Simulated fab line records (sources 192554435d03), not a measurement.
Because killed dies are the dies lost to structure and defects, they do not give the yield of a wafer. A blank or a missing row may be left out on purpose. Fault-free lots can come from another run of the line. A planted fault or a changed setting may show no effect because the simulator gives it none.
Problem report in the 8D (eight disciplines) form, filled by code -- flow n5Finfet -- the parts of the form that need people (team, actions taken, sign-off) are left out

== 1. WHAT IS WRONG ==
At N5_BEOL_M0_SAQP_SPACER1_ALD_98, susceptorTempC averages 285.87 C over 2 wafers from 2 lots, while fault-free wafers read 300.02 C, standard deviation 0.2. That is -71 standard deviations from the usual mean.
The step: deposits SiO2, target thk 12.8 nm, pulse time 1 s, purge time 2 s.
First observed at day 6 23:15: wafer L480.4, on aldSin-03. The record holds 17 wafers of 6 lots with a number at this step. Rule for "out" (also "out of limits"): further than 4 standard deviations from the usual mean. All remaining wafers that have a number are taken as sound.

== 2. WHAT IT IS; WHAT IT IS NOT ==
question,is,is not
which readings at this step,susceptorTempC,heaterPowerW
which lots,"L480, L482","L475, L479, L496, L498"
which wafers of those lots,"L480.4, L482.4","L480.1, L480.5, L482.1, L482.3"
read on which tools,aldSin-03,"aldSin-01, aldSin-04"
when,from day 6 23:15,"up to then (8 sound wafers); but 7 sound wafers of L482, L496, L498 came after"

== 3. SUSPECTS, AND WHAT RULES EACH OUT ==
Counting: any tool at a process step up to the reading remains a suspect provided it ran every lot that is out. Sound lots after the first of them don't rule it out here, since some wafers of a struck lot are sound.
- rieDiel-02 at N5_BEOL_M0_SAQP_STRIP_86 (strips in N2/H2): kept. Ran every lot that is out, first one L480 (day 6 22:42); last sound lot up to then L479 (day 6 20:17).
- aldSin-03 at N5_BEOL_M0_SAQP_SPACER1_ALD_98 (deposits SiO2, target thk 12.8 nm, pulse time 1 s, purge time 2 s): kept. Ran every lot that is out, first one L480 (day 6 23:15); last sound lot up to then L479 (day 6 20:48). Its own readings are out on those wafers: susceptorTempC.
- In aldSin-03 at N5_BEOL_M0_SAQP_SPACER1_ALD_98, the wafers that are out were processed in chamber 0 and their sound lot-mates in chambers 2, 3.
Left after counting: rieDiel-02 at N5_BEOL_M0_SAQP_STRIP_86, aldSin-03 at N5_BEOL_M0_SAQP_SPACER1_ALD_98.

== 4. THE CAUSE (what the simulator had put in) ==
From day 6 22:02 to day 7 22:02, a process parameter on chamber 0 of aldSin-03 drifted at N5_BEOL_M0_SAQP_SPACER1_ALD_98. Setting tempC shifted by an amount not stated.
This tool is one of the 2 suspects left after counting.

== 5. THE CHAIN OF EFFECTS, in route order ==
Each row: a reading whose mean over the struck wafers that have a number lies more than 3 standard deviations from the usual. Only readings for which the record gives a usual standard deviation are gone through. hours: the time from each lot's start at the first step in this table that gives one to its start at this step, as a median over the lots. sigmas: the change in usual standard deviations.
hours,step,reading,usual,on struck wafers,change,sigmas
0,N5_BEOL_M0_SAQP_SPACER1_ALD_98,susceptorTempC,300.02 C,285.87,-14.15,-71
Process steps it contains:
- N5_BEOL_M0_SAQP_SPACER1_ALD_98: deposits SiO2, target thk 12.8 nm, pulse time 1 s, purge time 2 s.
Later measuring or inspecting steps at which every struck wafer that the step has a row for has a number for every such reading, and none has moved that far: N5_BEOL_M0_SAQP_CD_MEAS_25, N5_BEOL_M4_RC_MEAS_101.

== 6. WHAT WOULD HAVE CAUGHT IT SOONER ==
In this record the first reading out of limits was taken at day 6 23:15, 1 hour after the fault began at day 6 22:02.
